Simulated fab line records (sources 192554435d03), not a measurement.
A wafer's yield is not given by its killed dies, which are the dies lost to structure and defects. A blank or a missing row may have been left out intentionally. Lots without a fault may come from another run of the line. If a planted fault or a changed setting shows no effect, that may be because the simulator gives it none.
fab line records	flow n5-finfet
[record] lots = 7	wafers = 39
route steps=1938 shown FIN_SAQP@130 DUMMY_GATE@215 SD_EPI_N@288 SD_EPI_P@307 SD_ACTIVATION@330 MOL_CONTACT_COAG@579
start-h: start of the lot's first displayed wafer, in hours after the record's first day	wait-h: hours from the lot's prior step to this one	" repeats the value in the row above	L1.1+2: a row that stands for several wafers	- no value, or no start was given	* or withheld: withheld	< > ~ a bound
route shown NAME@n: a module of which the file shows steps, and the number in the route of the first	usual: mean/standard deviation taken from wafers without a fault	same: alike in all rows	chamber/n: place in a boat	sites: per-site readings	_std_site: how widely they spread, as a standard deviation	_edge_site: outer sites' mean less inner sites'	radius-mm: for every site, how far away it sits from the centre of the wafer	mask NAME#n: copy n	behind: the tool/chamber that last shaped the wafer	hold: cause of the lot's hold/its duration in hours/its outcome	device: transistor that didn't switch, given as n, p or np	end of line: tests run on the same wafers once the route is complete	step lacking rows: just its recipe	killed: the dies lost at the first sort to structure and to defects; this is not the yield of the wafer	map: dies across one wafer; x = killed, . = not, _ = none there
set.NAME: the run value of the setting; set.NAME@STEP: its run value at that earlier step	model.NAME: the simulator's own value behind a step, which no gauge read
lots run with intentionally changed settings; tables by step, rows by wafer
[[steps]]
[step N5_FIN_SAQP_ETCH_65]
[recipe] chemistry = CF4	target = SiO2	target-depth-a = 40	ion-energy-ev = 350	time-s = 4.4	pressure-mtorr = 10	icp-w = 800	bias-w = 400	cf4-flow-sccm = 80
lot.wafer	tool	chamber	start-h	wait-h	set.time-s	model.etch.depth-nm
L074.1	rie-si-01	1	25.34	0.1	5.086	4.677
L074.2	"	3	"	"	5.086	4.623
L074.3	"	2	"	"	4.4	4.089
L074.4	"	0	"	"	5.086	4.546
L074.5	"	2	"	"	4.4	4.046
L074.6	"	1	"	"	4.4	4.015
L075.1	rie-si-04	3	32.53	0.1	4.4	4.063
L075.2	"	0	"	"	4.4	4.013
L075.3	"	1	"	"	4.784	4.331
L075.4	"	2	"	"	4.4	4
L075.5	"	2	"	"	4.784	4.379
L075.6	"	3	"	"	4.784	4.426
L077.1	rie-si-01	2	41.51	0.1	5.165	4.707
L077.2	"	0	"	"	5.165	4.634
L077.3	"	1	"	"	4.4	3.982
L077.4	"	3	"	"	4.4	3.937
L077.5	"	1	"	"	4.4	4.021
L077.6	"	0	"	"	5.165	4.598
L079.1	rie-si-01	3	53.83	0.1	3.958	3.6
L079.2	"	2	"	"	4.4	4.06
L079.3	"	0	"	"	4.4	3.982
L079.4	"	1	"	"	3.958	3.639
L079.5	"	2	"	"	3.958	3.673
L079.6	"	3	"	"	4.4	4.014
L081.1	rie-si-02	3	67.28	0.1	4.4	3.886
L081.2	"	2	"	"	4.4	4.027
L081.3	"	1	"	"	5.166	4.579
L081.4	"	1	"	"	5.166	4.58
L081.5	"	3	"	"	5.166	4.609
L081.6	"	2	"	"	4.4	4.001
L085.1	rie-si-04	0	90.46	0.1	4.4	4.014
L085.2	"	2	"	"	4.4	4.023
L085.4	"	3	"	"	4.4	4.065
L089.1	rie-si-01	0	114.37	0.1	4.4	3.975
L089.2	"	1	"	"	4.4	4.068
L089.3	"	2	"	"	4.4	4.049
L089.4	"	2	"	"	4.4	4.059
L089.5	"	0	"	"	4.4	4.007
L089.6	"	1	"	"	4.4	4.055
[step N5_DUMMY_GATE_CVD_03]
[recipe] material = a-Si	target-thk-a = 1500	temp-c = 530	precursor = SiH4	time-s = 8042
lot.wafer	tool	chamber	start-h	wait-h	set.target-thk-a	model.a-Si_of_DUMMY_GATE_CVD_03.thk-nm
L074.1	-	-	-	0.1	1402	142.4
L074.2+3	"	-	"	"	1402	142
L074.4	"	-	"	"	1402	142.6
L074.5	"	-	"	"	1402	141.6
L074.6	"	-	"	"	1402	141.8
L075.1+4	-	-	-	0.1	1642	164
L075.2	"	-	"	"	1642	166.2
L075.3	"	-	"	"	1642	165
L075.5	"	-	"	"	1642	166.6
L075.6	"	-	"	"	1642	164.4
L077.1	-	-	-	0.1	1286	129.6
L077.2	"	-	"	"	1286	130.2
L077.3	"	-	"	"	1286	129.8
L077.4	"	-	"	"	1286	130.6
L077.5	"	-	"	"	1286	129.2
L077.6	"	-	"	"	1286	130.8
L079.1+5	-	-	-	0.1	1360	137.8
L079.2+3	"	-	"	"	1360	140
L079.4	"	-	"	"	1360	138.4
L079.6	"	-	"	"	1360	137.6
L081.1+4	-	-	-	0.1	1299	130.6
L081.2	"	-	"	"	1299	130.4
L081.3	"	-	"	"	1299	130.8
L081.5	"	-	"	"	1299	131.6
L081.6	"	-	"	"	1299	129.2
L085.1	lpcvd-01	1/65	104.06	0.1	1500	150.6
L085.2	"	1/70	"	"	1500	150.2
L085.4	"	1/79	"	"	1500	148.6
L089.1	-	-	-	0.1	1341	131.4
L089.2+3	"	-	"	"	1341	132.2
L089.4	"	-	"	"	1341	130.8
L089.5	"	-	"	"	1341	131.6
L089.6	"	-	"	"	1341	132.6
[step N5_DUMMY_GATE_ETCH_32]
[recipe] chemistry = CF4	target = SiO2	target-depth-a = 35	time-s = 3.9	ion-energy-ev = 350	pressure-mtorr = 10	icp-w = 800	bias-w = 400	cf4-flow-sccm = 80
lot.wafer	tool	chamber	start-h	wait-h	set.time-s	model.etch.depth-nm
L074.1	rie-si-06	1	47.18	0.1	4.172	3.698
L074.2	"	2	"	"	4.172	3.725
L074.3	"	0	"	"	4.172	3.744
L074.4+6	"	3	"	"	3.9	3.573
L074.5	"	2	"	"	3.9	3.506
L075.1	rie-si-05	0	56.65	0.1	3.9	3.545
L075.2	"	3	"	"	3.358	2.924
L075.3	"	1	"	"	3.9	3.466
L075.4	"	2	"	"	3.9	3.503
L075.5	"	3	"	"	3.358	2.942
L075.6	"	2	"	"	3.358	2.988
L077.1	rie-si-06	3	66.26	0.1	3.9	3.537
L077.2	"	2	"	"	3.9	3.448
L077.3	"	1	"	"	3.9	3.446
L077.4	"	0	"	"	3.9	3.436
L077.5	"	2	"	"	3.9	3.496
L077.6	"	3	"	"	3.9	3.567
L079.1	rie-si-03	2	77.24	0.1	4.636	4.172
L079.2	"	0	"	"	4.636	4.127
L079.3	"	3	"	"	4.636	4.107
L079.4	"	1	"	"	3.9	3.533
L079.5	"	3	"	"	3.9	3.459
L079.6	"	2	"	"	3.9	3.557
L081.1	rie-si-03	1	91.95	0.1	3.9	3.537
L081.2	"	2	"	"	3.083	2.788
L081.3	"	0	"	"	3.9	3.516
L081.4	"	3	"	"	3.083	2.751
L081.5	"	0	"	"	3.9	3.505
L081.6	"	3	"	"	3.083	2.773
L085.1	rie-si-05	3	113.57	0.1	3.9	3.467
L085.2	"	0	"	"	3.9	3.569
L085.4	"	2	"	"	3.9	3.481
L089.1	rie-si-03	1	140.96	0.1	3.319	3.006
L089.2	"	0	"	"	3.9	3.453
L089.3	"	3	"	"	3.9	3.465
L089.4	"	2	"	"	3.319	2.985
L089.5	"	1	"	"	3.9	3.482
L089.6	"	0	"	"	3.319	2.953
[step N5_SD_EPI_N_EPI_21]
[recipe] material = Si:P	dopant = P	temp-c = 680	pressure-torr = 255	time-s = 690
lot.wafer	tool	chamber	start-h	wait-h	set.pressure-torr	model.Si-P_of_SD_EPI_N_EPI_21.thk-nm
L074.1	epi-rpcvd-01	0	51.11	0.1	271.3	60.8
L074.2	"	0	"	"	271.3	61
L074.3	"	0	"	"	271.3	60.6
L074.4	"	0	"	"	271.3	61.2
L074.5	"	0	"	"	271.3	60
L074.6	"	0	"	"	271.3	60.2
L075.1	epi-rpcvd-04	0	60.07	0.2	228.9	55.8
L075.2+5	"	0	"	"	228.9	56.6
L075.3	"	0	"	"	228.9	55.4
L075.4	"	0	"	"	228.9	55.6
L075.6	"	0	"	"	228.9	56.4
L077.1	epi-rpcvd-04	0	70.15	0.1	255	58.4
L077.2	"	0	"	"	255	59.6
L077.3+6	"	0	"	"	255	59.4
L077.4	"	0	"	"	255	59.2
L077.5	"	0	"	"	255	58.6
L079.1	epi-rpcvd-01	0	81.80	0.1	227.1	57.2
L079.2+4	"	0	"	"	227.1	56.8
L079.3+6	"	0	"	"	227.1	57
L079.5	"	0	"	"	227.1	57.4
L081.1+2+4+5	epi-rpcvd-04	0	95.37	0.1	282.5	61
L081.3+6	"	0	"	"	282.5	61.6
L085.1	epi-rpcvd-01	0	117.74	0.1	255	59.4
L085.2	"	0	"	"	255	59
L085.4	"	0	"	"	255	59.2
L089.1	epi-rpcvd-04	0	145.01	0.1	300.7	62.4
L089.2+4	"	0	"	"	300.7	63.2
L089.3	"	0	"	"	300.7	62.8
L089.5	"	0	"	"	300.7	62
L089.6	"	0	"	"	300.7	63
[step N5_SD_EPI_N_PRECLEAN_24]
[recipe] chemistry = O3/DIW	time-s = 60	temp-c = 22	o3-ppm = 10
lot.wafer	tool	chamber	start-h	wait-h	set.pressure-torr@SD_EPI_N_EPI_21	model.Si-P_of_SD_EPI_N_EPI_21.thk-nm
L074.1	wet-bench-05	7	52.88	0.0	271.3	60.4
L074.2	"	1	"	"	271.3	60.6
L074.3	"	5	"	"	271.3	60.2
L074.4	"	6	"	"	271.3	60.8
L074.5	"	0	"	"	271.3	59.6
L074.6	"	2	"	"	271.3	59.8
L075.1	wet-bench-04	1	62.40	0.0	228.9	55.4
L075.2+5	"	2,0	"	"	228.9	56.2
L075.3	"	6	"	"	228.9	55
L075.4	"	7	"	"	228.9	55.2
L075.6	"	3	"	"	228.9	56
L077.1	wet-bench-05	0	71.91	0.0	255	58
L077.2+3	"	7,1	"	"	255	59.2
L077.4	"	2	"	"	255	58.8
L077.5	"	4	"	"	255	58.2
L077.6	"	3	"	"	255	59
L079.1+5	wet-bench-04	1,2	83.57	0.0	227.1	57
L079.2+3+6	"	5,4,0	"	"	227.1	56.6
L079.4	"	3	"	"	227.1	56.4
L081.1+2+4+5	wet-bench-02	0,1,5,2	97.12	0.0	282.5	60.6
L081.3+6	"	7,6	"	"	282.5	61.2
L085.1	wet-bench-05	1	119.52	0.0	255	59
L085.2	"	0	"	"	255	58.6
L085.4	"	6	"	"	255	58.8
L089.1	wet-bench-02	2	146.76	0.0	300.7	61.8
L089.2+4+6	"	5,6,4	"	"	300.7	62.6
L089.3	"	3	"	"	300.7	62.4
L089.5	"	7	"	"	300.7	61.6
[step N5_SD_EPI_P_ETCH_36]
[recipe] chemistry = CF4	target = SiARC	target-depth-a = 455	mask-material = CAR-ArF-block	time-s = 75.8	ion-energy-ev = 80	pressure-mtorr = 40	source-w = 545	bias-w = 36	Ar_flow_sccm = 100	cf4-flow-sccm = 100	ends = cleared
[usual] rf-vpp-V = 184.2/1.2
lot.wafer	tool	chamber	start-h	wait-h	set.bias-w	rf-vpp-V
L074.1	rie-diel-03	2	54.21	0.0	39.69	195.2
L074.2	"	1	"	"	36	184.5
L074.3	"	0	"	"	36	185.7
L074.4	"	3	"	"	39.69	197.7
L074.5	"	3	"	"	39.69	195.0
L074.6	"	0	"	"	36	185.8
L075.1	rie-diel-05	0	63.45	0.0	36	184.8
L075.2	"	2	"	"	36	184.3
L075.3	"	1	"	"	36	184.5
L075.4	"	3	"	"	36	184.7
L075.5	"	2	"	"	36	185.2
L075.6	"	3	"	"	36	185.7
L077.1	rie-diel-02	2	73.08	0.0	38.41	193.5
L077.2	"	0	"	"	36	185.9
L077.3	"	3	"	"	38.41	191.9
L077.4	"	1	"	"	36	182.3
L077.5	"	0	"	"	36	185.1
L077.6	"	1	"	"	38.41	190.5
L079.1	rie-diel-03	1	84.97	0.0	36	183.0
L079.2	"	3	"	"	36	185.0
L079.3	"	2	"	"	30.26	164.7
L079.4	"	0	"	"	30.26	167.3
L079.5	"	0	"	"	36	186.7
L079.6	"	1	"	"	30.26	164.7
L081.1	rie-diel-03	2	98.39	0.0	36	182.9
L081.2	"	3	"	"	36	186.6
L081.3	"	1	"	"	36	185.2
L081.4	"	0	"	"	40.02	198.7
L081.5	"	0	"	"	40.02	199.8
L081.6	"	1	"	"	40.02	196.1
L085.1	rie-diel-03	3	120.83	0.0	36	185.8
L085.2	"	1	"	"	36	184.5
L085.4	"	3	"	"	36	185.2
L089.1	rie-diel-02	1	147.77	0.0	36	183.2
L089.2	"	0	"	"	36	184.5
L089.3	"	3	"	"	36	183.4
L089.4	"	2	"	"	29.66	161.2
L089.5	"	3	"	"	29.66	160.9
L089.6	"	0	"	"	29.66	164.3
[step N5_SD_EPI_P_ETCH_37]
[recipe] chemistry = N2/H2	target = SOC	overetch-a = 1080	mask-material = SiARC	temp-c = 40	ion-energy-ev = 100	source-w = 3000	bias-w = 133	pressure-mtorr = 20	time-s = 486	n2-flow-sccm = 200	h2-flow-sccm = 200	ends = end-point
[step N5_SD_EPI_P_STRIP_38]
[recipe] chemistry = N2/H2	temp-c = 40	n2-flow-sccm = 200	h2-flow-sccm = 200	rf-frequency-hz = 6e+07
[step N5_SD_ACTIVATION_RTA_00]
[recipe] temp-c = 975	time-s = 0	ambient = N2	idle-temp-c = 600	ramp-up-c-per-s = 150	ramp-down-c-per-s = 60	cool-to-c = 600
[step N5_SD_ACTIVATION_LSA_01]
[recipe] temp-c = 1080	time-s = 0.0008	ambient = N2
[step N5_SD_ACTIVATION_RS_MEAS_03]
[recipe] thk-meas-gauge = four-point-probe
[usual] RS_SD_N = 21.87/0.28	RS_SD_P = 55.8/0.71
lot.wafer	tool	chamber	start-h	wait-h	set.pressure-torr@SD_EPI_N_EPI_21	RS_SD_N[ohm/sq]	RS_SD_P[ohm/sq]
L074.1	film-metro-01	-	58.43	0.2	271.3	21.40	55.6
L074.2	"	-	"	"	271.3	21.22	55.4
L074.3	"	-	"	"	271.3	21.39	55.2
L074.4	"	-	"	"	271.3	21.12	55.7
L074.5	"	-	"	"	271.3	21.50	55.7
L074.6	"	-	"	"	271.3	21.62	56.1
L075.1	film-metro-01	-	68.41	0.2	228.9	23.36	54.6
L075.2	"	-	"	"	228.9	22.92	56.2
L075.3	"	-	"	"	228.9	23.74	56.4
L075.4	"	-	"	"	228.9	23.43	56.3
L075.5	"	-	"	"	228.9	22.86	55.6
L075.6	"	-	"	"	228.9	23.21	55.7
L077.1	film-metro-01	-	77.22	0.2	255	22.14	56.1
L077.2	"	-	"	"	255	21.69	55.5
L077.3	"	-	"	"	255	21.54	55.9
L077.4	"	-	"	"	255	21.74	55.3
L077.5	"	-	"	"	255	21.92	55.9
L077.6	"	-	"	"	255	21.59	55.6
L079.1	film-metro-02	-	89.10	0.2	227.1	22.87	56.3
L079.2	"	-	"	"	227.1	22.96	55.7
L079.3	"	-	"	"	227.1	22.94	55.6
L079.4	"	-	"	"	227.1	23.04	56.8
L079.5	"	-	"	"	227.1	22.73	56.0
L079.6	"	-	"	"	227.1	23.10	57.0
L081.1	film-metro-01	-	102.51	0.2	282.5	20.95	56.4
L081.2	"	-	"	"	282.5	20.91	55.7
L081.3	"	-	"	"	282.5	20.92	56.3
L081.4	"	-	"	"	282.5	21.20	56.6
L081.5	"	-	"	"	282.5	21.10	55.9
L081.6	"	-	"	"	282.5	20.79	57.3
L085.1	film-metro-01	-	124.98	0.2	255	22.04	55.1
L085.2	"	-	"	"	255	22.03	55.8
L085.4	"	-	"	"	255	21.99	55.9
L089.1	film-metro-02	-	151.89	0.2	300.7	20.48	56.3
L089.2	"	-	"	"	300.7	20.19	57.3
L089.3	"	-	"	"	300.7	20.31	56.9
L089.4	"	-	"	"	300.7	20.22	56.7
L089.5	"	-	"	"	300.7	20.68	57.2
L089.6	"	-	"	"	300.7	20.28	56.0
[step N5_MOL_CONTACT_COAG_ALD_131]
[recipe] material = SiO2	target-thk-a = 50	temp-c = 100	ald-precursor-family = BDEAS	ald-co-reactant = O2-plasma	pulse-time-s = 1	co-reactant-pulse-time-s = 1	purge-time-s = 2	co-reactant-purge-time-s = 2	ald-cycles = 35	pressure-torr = 2
lot.wafer	tool	chamber	start-h	wait-h	set.ald-cycles	model.SiO2_of_MOL_CONTACT_COAG_ALD_131.thk-nm
L074.1+2+4	ald-sin-04	0,1,2	98.98	0.1	35	5
L074.3+5+6	"	3,0,3	"	"	41	5.8
L075.1+4+5	ald-sin-03	0,1,3	112.95	0.1	39	5.6
L075.2+3+6	"	3,1,0	"	"	35	5
L077.1+2+5	ald-sin-01	0,1,3	116.97	0.1	41	5.8
L077.3+4+6	"	3,2,2	"	"	35	5
L079.1+2+3+4+5+6	ald-sin-01	3,2,1,0,3,0	130.52	0.1	35	5
L081.1+6	ald-sin-03	3,1	141.04	1.0	29	4.2
L081.2	"	1	"	"	29	4
L081.3+4+5	"	2,0,2	"	"	35	5
L085.1+2+4	ald-sin-04	0,1,3	212.10	0.1	35	5
L089.1+2+3+4+5+6	ald-sin-04	0,3,1,2,0,1	219.42	0.1	35	5
[step N5_MOL_CONTACT_COAG_ETCH_67]
[recipe] chemistry = N2/H2	target = SOC	target-depth-a = 600	overetch-a = 210	mask-material = SiARC	temp-c = 40	time-s = 101.2	ion-energy-ev = 200	pressure-mtorr = 30	source-w = 840	bias-w = 150	n2-flow-sccm = 200	h2-flow-sccm = 200
lot.wafer	tool	chamber	start-h	wait-h	set.target-depth-a	model.SiARC_of_MOL_CONTACT_COAG_COAT_63.thk-nm
L074.1+4+6	rie-diel-01	0,3,3	101.28	0.0	634.2	5.6
L074.2	"	2	"	"	600	5.6
L074.3+5	"	1,0	"	"	600	5.8
L075.1+5+6	rie-diel-01	1,3,0	114.91	0.0	546.2	6
L075.2+3+4	"	2,3,0	"	"	600	5.8
L077.1	rie-diel-04	1	118.68	0.0	600	6
L077.2+3	"	3,0	"	"	600	5.8
L077.4+5+6	"	2,2,3	"	"	574.2	6
L079.1+4+5	rie-diel-01	3,2,1	132.30	0.0	600	5.8
L079.2+3+6	"	0,1,2	"	"	561.6	6
L081.1+2+4	rie-diel-01	1,3,0	142.76	0.0	530.2	6.2
L081.3+5+6	"	2,3,0	"	"	600	5.8
L085.1+4	rie-diel-01	3,1	213.88	0.0	600	5.8
L085.2	"	2	"	"	600	5.6
L089.1+2+5	rie-diel-06	3,0,3	221.85	0.0	638.4	5.6
L089.3+6	"	2,0	"	"	600	5.8
L089.4	"	2	"	"	600	5.6
[[key]]
[split] step = N5_FIN_SAQP_ETCH_65	setting = time-s	stated = 4.4	by = wafer
[response] step = N5_FIN_SAQP_ETCH_65	reading = model.etch.depth-nm	change = +0.0371	per = 1%	r = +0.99
[split] step = N5_DUMMY_GATE_CVD_03	setting = target-thk-a	stated = 1500	by = lot
[response] step = N5_DUMMY_GATE_CVD_03	reading = model.a-Si_of_DUMMY_GATE_CVD_03.thk-nm	change = +1.5	per = 1%	r = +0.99
[split] step = N5_DUMMY_GATE_ETCH_32	setting = time-s	stated = 3.9	by = wafer
[response] step = N5_DUMMY_GATE_ETCH_32	reading = model.etch.depth-nm	change = +0.0345	per = 1%	r = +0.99
[split] step = N5_SD_EPI_N_EPI_21	setting = pressure-torr	stated = 255	by = lot
[response] step = N5_SD_EPI_N_EPI_21	reading = model.Si-P_of_SD_EPI_N_EPI_21.thk-nm	change = +0.218	per = 1%	r = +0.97
[response] step = N5_SD_EPI_N_PRECLEAN_24	reading = model.Si-P_of_SD_EPI_N_EPI_21.thk-nm	change = +0.215	per = 1%	r = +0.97
[response] step = N5_SD_ACTIVATION_RS_MEAS_03	reading = RS_SD_N	change = -0.0961	per = 1%	r = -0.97
[split] step = N5_SD_EPI_P_ETCH_36	setting = bias-w	stated = 36	by = wafer
[response] step = N5_SD_EPI_P_ETCH_36	reading = rf-vpp-V	change = +1.19	per = 1%	r = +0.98
[split] step = N5_MOL_CONTACT_COAG_ALD_131	setting = ald-cycles	stated = 35	by = wafer
[response] step = N5_MOL_CONTACT_COAG_ALD_131	reading = model.SiO2_of_MOL_CONTACT_COAG_ALD_131.thk-nm	change = +0.0485	per = 1%	r = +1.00
[split] step = N5_MOL_CONTACT_COAG_ETCH_67	setting = target-depth-a	stated = 600	by = wafer
[response] step = N5_MOL_CONTACT_COAG_ETCH_67	reading = model.SiARC_of_MOL_CONTACT_COAG_COAT_63.thk-nm	change = -0.0284	per = 1%	r = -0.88
